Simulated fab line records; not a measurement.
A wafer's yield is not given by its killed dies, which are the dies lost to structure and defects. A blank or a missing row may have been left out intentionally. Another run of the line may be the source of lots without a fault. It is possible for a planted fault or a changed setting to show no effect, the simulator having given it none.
Chamber matching :: flow n5_finfet :: N5_BEOL_M3_ETCH_70 on rie_diel-01 has 4 sister chambers
The step etches SOC in N2/H2, target depth 80 nm, overetch 16 nm, time 120 s. 16 wafers are shown with their chamber, then 8 later ones without.

== WAFERS WITH THEIR CHAMBER ==
wafer: L078.2
chamber: 0
showerhead_plenum_p_Torr (Torr): 2.54
throttle_valve_pct (%): 18.52
rf_vpp_V (V): 521.7

wafer: L078.4
chamber: 2
showerhead_plenum_p_Torr (Torr): 2.61
throttle_valve_pct (%): 17.98
rf_vpp_V (V): 527.9

wafer: L078.6
chamber: 0
showerhead_plenum_p_Torr (Torr): 2.54
throttle_valve_pct (%): 18.54
rf_vpp_V (V): 524.2

wafer: L082.1
chamber: 1
showerhead_plenum_p_Torr (Torr): 2.62
throttle_valve_pct (%): 18.14
rf_vpp_V (V): 526.1

wafer: L082.5
chamber: 1
showerhead_plenum_p_Torr (Torr): 2.62
throttle_valve_pct (%): 18.14
rf_vpp_V (V): 525.1

wafer: L082.6
chamber: 2
showerhead_plenum_p_Torr (Torr): 2.60
throttle_valve_pct (%): 18.01
rf_vpp_V (V): 525.9

wafer: L085.4
chamber: 1
showerhead_plenum_p_Torr (Torr): 2.62
throttle_valve_pct (%): 18.13
rf_vpp_V (V): 525.7

wafer: L085.5
chamber: 1
showerhead_plenum_p_Torr (Torr): 2.62
throttle_valve_pct (%): 18.14
rf_vpp_V (V): 524.7

wafer: L085.6
chamber: 2
showerhead_plenum_p_Torr (Torr): 2.60
throttle_valve_pct (%): 18.03
rf_vpp_V (V): 525.9

wafer: L086.1
chamber: 2
showerhead_plenum_p_Torr (Torr): 2.60
throttle_valve_pct (%): 18.03
rf_vpp_V (V): 526.7

wafer: L086.3
chamber: 0
showerhead_plenum_p_Torr (Torr): 2.54
throttle_valve_pct (%): 18.07
rf_vpp_V (V): 522.2

wafer: L086.4
chamber: 3
showerhead_plenum_p_Torr (Torr): 2.61
throttle_valve_pct (%): 17.49
rf_vpp_V (V): 526.3

wafer: L090.1
chamber: 3
showerhead_plenum_p_Torr (Torr): 2.60
throttle_valve_pct (%): 17.48
rf_vpp_V (V): 526.3

wafer: L090.4
chamber: 2
showerhead_plenum_p_Torr (Torr): 2.60
throttle_valve_pct (%): 18.03
rf_vpp_V (V): 526.5

wafer: L090.6
chamber: 0
showerhead_plenum_p_Torr (Torr): 2.54
throttle_valve_pct (%): 18.10
rf_vpp_V (V): 523.2

wafer: L092.2
chamber: 1
showerhead_plenum_p_Torr (Torr): 2.62
throttle_valve_pct (%): 18.16
rf_vpp_V (V): 525.5

SIGNATURES (averages over the wafers above)
reading: showerhead_plenum_p_Torr
chamber 0: 2.5400
chamber 1: 2.6200
chamber 2: 2.6020
chamber 3: 2.6050
scatter within a chamber: 0.00329

reading: throttle_valve_pct
chamber 0: 18.3075
chamber 1: 18.1420
chamber 2: 18.0160
chamber 3: 17.4850
scatter within a chamber: 0.129

reading: rf_vpp_V
chamber 0: 522.825
chamber 1: 525.420
chamber 2: 526.580
chamber 3: 526.300
scatter within a chamber: 0.793
Rule: a wafer's distance from a chamber is the root of the sum, over the readings, of the square of ((its reading less the chamber's mean) divided by the reading's scatter). The wafer belongs to the nearest chamber; if the next one is less than 2 further off, it can't be placed. The scatter is the square root of a quotient: the sum, over the shown wafers, of each reading's squared deviation from its chamber's mean, divided by wafers minus chambers.

== WAFERS WITH NO CHAMBER GIVEN ==
wafer: L092.4
showerhead_plenum_p_Torr (Torr): 2.60
throttle_valve_pct (%): 18.04
rf_vpp_V (V): 527.3

wafer: L092.5
showerhead_plenum_p_Torr (Torr): 2.60
throttle_valve_pct (%): 18.03
rf_vpp_V (V): 525.4

wafer: L094.2
showerhead_plenum_p_Torr (Torr): 2.60
throttle_valve_pct (%): 18.05
rf_vpp_V (V): 525.6

wafer: L094.4
showerhead_plenum_p_Torr (Torr): 2.60
throttle_valve_pct (%): 17.50
rf_vpp_V (V): 526.0

wafer: L094.5
showerhead_plenum_p_Torr (Torr): 2.53
throttle_valve_pct (%): 18.11
rf_vpp_V (V): 522.4

wafer: L095.2
showerhead_plenum_p_Torr (Torr): 2.62
throttle_valve_pct (%): 18.16
rf_vpp_V (V): 525.3

wafer: L095.5
showerhead_plenum_p_Torr (Torr): 2.53
throttle_valve_pct (%): 18.13
rf_vpp_V (V): 523.3

wafer: L095.6
showerhead_plenum_p_Torr (Torr): 2.60
throttle_valve_pct (%): 18.05
rf_vpp_V (V): 526.1

== THE CHAMBER EACH PASSED THROUGH ==
wafer: L092.4
from the rows above: 2
in truth: 2

wafer: L092.5
from the rows above: 2
in truth: 2

wafer: L094.2
from the rows above: 2
in truth: 2

wafer: L094.4
from the rows above: 3
in truth: 3

wafer: L094.5
from the rows above: 0
in truth: 0

wafer: L095.2
from the rows above: 1
in truth: 1

wafer: L095.5
from the rows above: 0
in truth: 0

wafer: L095.6
from the rows above: 2
in truth: 2
Correct placement for 8 of the 8. Number that these rows cannot place: 0. Wrongly placed: 0.
